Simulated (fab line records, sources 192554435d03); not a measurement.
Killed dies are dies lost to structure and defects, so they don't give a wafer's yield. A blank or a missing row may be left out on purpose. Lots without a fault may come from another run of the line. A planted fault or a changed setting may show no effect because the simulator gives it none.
A struck lot beside a sound one | flow n5_finfet | 15 steps out of a route of 1938
Sound: wafers L970.3, L970.5, L970.6. Struck: wafer L979.3. (L979.2, L979.4 of the same lot were not struck and are left out.) The cause comes at the end.
At each step with rows: each side's tool, then ch and its chambers, then its first start. Under that, the readings that differ: sound wafers | struck wafers | difference of the means | sigmas: that difference in standard deviations of wafers without a fault.
alike: readings whose means differ by less than 2 such deviations, and words and numbers that are the same on both sides. not compared: withheld readings, readings that some wafer has no value for, bounds like >300 that may hide the same value, and numbers for which the record gives no deviation and whose values overlap.
The two part at a step that has a row with sigmas, a row that says differs or no value, or rows on one side only. Numbers that don't overlap but have no deviation are shown without sigmas and don't part them. A reading that every wafer of one side lacks parts them only if that side has two wafers or more.

first, 1 step without rows for these wafers: N5_BEOL_M14_STRIP_69 (strips in N2/H2).
N5_BEOL_M14_TRENCH_ETCH_34: etches SiO2 in C4F8/O2/Ar, target depth 556.65 nm, time 126.9 s.
  sound on rie_diel-01 ch 0,1,3, day 12 18:17; struck on rie_diel-01 ch 2, day 15 05:01
  alike: drypump_motor_current_A, mfc_ar_sccm, oes_product_au, rf_vpp_V, showerhead_plenum_p_Torr, throttle_valve_pct
  not compared: rf_hours_counter_h
then, 1 step without rows for these wafers: N5_BEOL_M14_STRIP_70 (strips in C4F8/O2/Ar).
N5_BEOL_M14_OCD_MEAS_35:
  sound on ocd-02, day 12 18:27; struck on ocd-01, day 15 05:10
  alike: trench_depth_nm
N5_BEOL_M14_STRIP_37: strips in O2.
  sound on rie_diel-05 ch 0,2, day 12 20:50; struck on rie_diel-03 ch 1, day 15 06:40
  alike: drypump_motor_current_A, oes_product_au, rf_vpp_V, showerhead_plenum_p_Torr, throttle_valve_pct
  not compared: rf_hours_counter_h
N5_BEOL_M14_ETCH_38: etches SiCN in CF4/N2, target depth 106.5 nm, time 120.6 s.
  sound on rie_diel-05 ch 0,2; struck on rie_diel-03 ch 1
  alike: drypump_motor_current_A, mfc_ar_sccm, oes_product_au, rf_vpp_V, showerhead_plenum_p_Torr, throttle_valve_pct
  not compared: rf_hours_counter_h
then, 3 steps without rows for these wafers: N5_BEOL_M14_PRECLEAN_39 (cleans in residue remover, time 60 s); N5_BEOL_M14_SRD_40 (time 30 s, dry time 30 s); N5_BEOL_M14_DEGAS_41 (time 60 s).
N5_BEOL_M14_PRE_CLEAN_42: time 30 s.
  sound on pvd_sputter-03, day 12 21:17; struck on pvd_sputter-03, day 15 07:29
  alike: heater_power_w
then, 1 step without rows for these wafers: N5_BEOL_M14_SPUTTER_43 (material TaN, target thk 15 nm, time 24.19 s).
N5_BEOL_M14_SPUTTER_44: material Ta, target thk 15 nm, time 24.19 s.
  sound on pvd_sputter-03, day 12 21:25; struck on pvd_sputter-03, day 15 07:36
  alike: cathode_dc_power_W, throttle_valve_pct
N5_BEOL_M14_SPUTTER_45: material Cu, target thk 100 nm, time 16.67 s.
  sound on pvd_sputter-03, day 12 21:29; struck on pvd_sputter-03, day 15 07:41
  reading                | sound             | struck | difference | sigmas
  cathode_dc_power_W (W) | 26000 26001 25999 | 28345  | +2345      | +99 or more
  alike: chuck_gas_flow_sccm, chuck_sensor_temp_C, throttle_valve_pct
then, 2 steps without rows for these wafers: N5_BEOL_M14_ECD_47 (material Cu, target thk 1248 nm); N5_PASSIVATION_PROBE_49.

WHERE THEY PART
Only at N5_BEOL_M14_SPUTTER_45, within this record.

WHY: what the simulator had put in
Process parameter drift: pvd_sputter-03, from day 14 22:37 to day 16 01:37, at N5_BEOL_M14_SPUTTER_45. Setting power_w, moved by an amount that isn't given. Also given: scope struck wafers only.
